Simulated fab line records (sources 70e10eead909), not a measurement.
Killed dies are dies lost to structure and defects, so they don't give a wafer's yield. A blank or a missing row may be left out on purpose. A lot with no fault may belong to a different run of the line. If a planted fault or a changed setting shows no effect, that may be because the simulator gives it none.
Chamber matching || flow nand_harc || rie_diel-11 running NHARC_P_GATE_STRIP_108: 4 sister chambers
The step strips in O2. 18 wafers are shown with their chamber, then 9 later ones without.

EACH WAFER AND ITS CHAMBER
{"wafer": "L077.4", "chamber": 1, "showerhead_plenum_p_Torr (Torr)": 3.38, "drypump_motor_current_A (A)": 6.3, "o2_flow_sccm (sccm)": 496.5}
{"wafer": "L077.5", "chamber": 1, "showerhead_plenum_p_Torr (Torr)": 3.38, "drypump_motor_current_A (A)": 6.3, "o2_flow_sccm (sccm)": 498.1}
{"wafer": "L077.6", "chamber": 2, "showerhead_plenum_p_Torr (Torr)": 3.33, "drypump_motor_current_A (A)": 6.4, "o2_flow_sccm (sccm)": 502.0}
{"wafer": "L081.2", "chamber": 0, "showerhead_plenum_p_Torr (Torr)": 3.71, "drypump_motor_current_A (A)": 5.4, "o2_flow_sccm (sccm)": 498.9}
{"wafer": "L081.3", "chamber": 3, "showerhead_plenum_p_Torr (Torr)": 3.45, "drypump_motor_current_A (A)": 5.7, "o2_flow_sccm (sccm)": 499.7}
{"wafer": "L081.5", "chamber": 3, "showerhead_plenum_p_Torr (Torr)": 3.45, "drypump_motor_current_A (A)": 5.7, "o2_flow_sccm (sccm)": 500.4}
{"wafer": "L083.2", "chamber": 1, "showerhead_plenum_p_Torr (Torr)": 3.38, "drypump_motor_current_A (A)": 6.3, "o2_flow_sccm (sccm)": 502.1}
{"wafer": "L083.4", "chamber": 0, "showerhead_plenum_p_Torr (Torr)": 3.70, "drypump_motor_current_A (A)": 5.3, "o2_flow_sccm (sccm)": 502.3}
{"wafer": "L083.5", "chamber": 0, "showerhead_plenum_p_Torr (Torr)": 3.70, "drypump_motor_current_A (A)": 5.3, "o2_flow_sccm (sccm)": 500.1}
{"wafer": "L085.2", "chamber": 3, "showerhead_plenum_p_Torr (Torr)": 3.45, "drypump_motor_current_A (A)": 5.7, "o2_flow_sccm (sccm)": 502.4}
{"wafer": "L085.3", "chamber": 1, "showerhead_plenum_p_Torr (Torr)": 3.38, "drypump_motor_current_A (A)": 6.4, "o2_flow_sccm (sccm)": 497.4}
{"wafer": "L085.4", "chamber": 0, "showerhead_plenum_p_Torr (Torr)": 3.70, "drypump_motor_current_A (A)": 5.4, "o2_flow_sccm (sccm)": 499.0}
{"wafer": "L088.3", "chamber": 3, "showerhead_plenum_p_Torr (Torr)": 3.45, "drypump_motor_current_A (A)": 5.7, "o2_flow_sccm (sccm)": 501.1}
{"wafer": "L088.4", "chamber": 0, "showerhead_plenum_p_Torr (Torr)": 3.70, "drypump_motor_current_A (A)": 5.4, "o2_flow_sccm (sccm)": 498.4}
{"wafer": "L088.6", "chamber": 3, "showerhead_plenum_p_Torr (Torr)": 3.45, "drypump_motor_current_A (A)": 5.7, "o2_flow_sccm (sccm)": 499.0}
{"wafer": "L089.1", "chamber": 3, "showerhead_plenum_p_Torr (Torr)": 3.45, "drypump_motor_current_A (A)": 5.7, "o2_flow_sccm (sccm)": 499.9}
{"wafer": "L089.2", "chamber": 0, "showerhead_plenum_p_Torr (Torr)": 3.70, "drypump_motor_current_A (A)": 5.4, "o2_flow_sccm (sccm)": 500.3}
{"wafer": "L089.6", "chamber": 2, "showerhead_plenum_p_Torr (Torr)": 3.33, "drypump_motor_current_A (A)": 6.4, "o2_flow_sccm (sccm)": 501.1}

SIGNATURES (means of the wafers above)
{"reading": "showerhead_plenum_p_Torr", "chamber 0": 3.7017, "chamber 1": 3.3800, "chamber 2": 3.3300, "chamber 3": 3.4500, "scatter within a chamber": 0.00244}
{"reading": "drypump_motor_current_A", "chamber 0": 5.367, "chamber 1": 6.325, "chamber 2": 6.400, "chamber 3": 5.700, "scatter within a chamber": 0.0386}
{"reading": "o2_flow_sccm", "chamber 0": 499.833, "chamber 1": 498.525, "chamber 2": 501.550, "chamber 3": 500.417, "scatter within a chamber": 1.6}
Rule: distance of a wafer from a chamber = root of the sum over the readings of ((wafer's reading minus chamber's mean) / reading's scatter) squared. The wafer belongs to the nearest chamber; if the next one is less than 2 further off, it can't be placed. The scatter: take each reading less its chamber's mean, square it, sum over the shown wafers, divide by the number of wafers less the number of chambers, and take the root.

WAFERS WITHOUT THEIR CHAMBER
{"wafer": "L093.4", "showerhead_plenum_p_Torr (Torr)": 3.33, "drypump_motor_current_A (A)": 6.4, "o2_flow_sccm (sccm)": 500.7}
{"wafer": "L093.5", "showerhead_plenum_p_Torr (Torr)": 3.37, "drypump_motor_current_A (A)": 6.3, "o2_flow_sccm (sccm)": 500.8}
{"wafer": "L093.6", "showerhead_plenum_p_Torr (Torr)": 3.70, "drypump_motor_current_A (A)": 5.4, "o2_flow_sccm (sccm)": 501.2}
{"wafer": "L094.1", "showerhead_plenum_p_Torr (Torr)": 3.70, "drypump_motor_current_A (A)": 5.4, "o2_flow_sccm (sccm)": 497.5}
{"wafer": "L094.2", "showerhead_plenum_p_Torr (Torr)": 3.45, "drypump_motor_current_A (A)": 5.7, "o2_flow_sccm (sccm)": 499.7}
{"wafer": "L094.4", "showerhead_plenum_p_Torr (Torr)": 3.33, "drypump_motor_current_A (A)": 6.4, "o2_flow_sccm (sccm)": 498.1}
{"wafer": "L095.2", "showerhead_plenum_p_Torr (Torr)": 3.33, "drypump_motor_current_A (A)": 6.4, "o2_flow_sccm (sccm)": 499.3}
{"wafer": "L095.5", "showerhead_plenum_p_Torr (Torr)": 3.45, "drypump_motor_current_A (A)": 5.7, "o2_flow_sccm (sccm)": 499.1}
{"wafer": "L095.6", "showerhead_plenum_p_Torr (Torr)": 3.70, "drypump_motor_current_A (A)": 5.4, "o2_flow_sccm (sccm)": 500.7}

WHICH CHAMBER EACH WENT THROUGH
{"wafer": "L093.4", "from the rows above": 2, "in truth": 2}
{"wafer": "L093.5", "from the rows above": 1, "in truth": 1}
{"wafer": "L093.6", "from the rows above": 0, "in truth": 0}
{"wafer": "L094.1", "from the rows above": 0, "in truth": 0}
{"wafer": "L094.2", "from the rows above": 3, "in truth": 3}
{"wafer": "L094.4", "from the rows above": 2, "in truth": 2}
{"wafer": "L095.2", "from the rows above": 2, "in truth": 2}
{"wafer": "L095.5", "from the rows above": 3, "in truth": 3}
{"wafer": "L095.6", "from the rows above": 0, "in truth": 0}
9 of 9 placed correctly. Can't be placed from these rows: 0. Placed wrongly: 0.
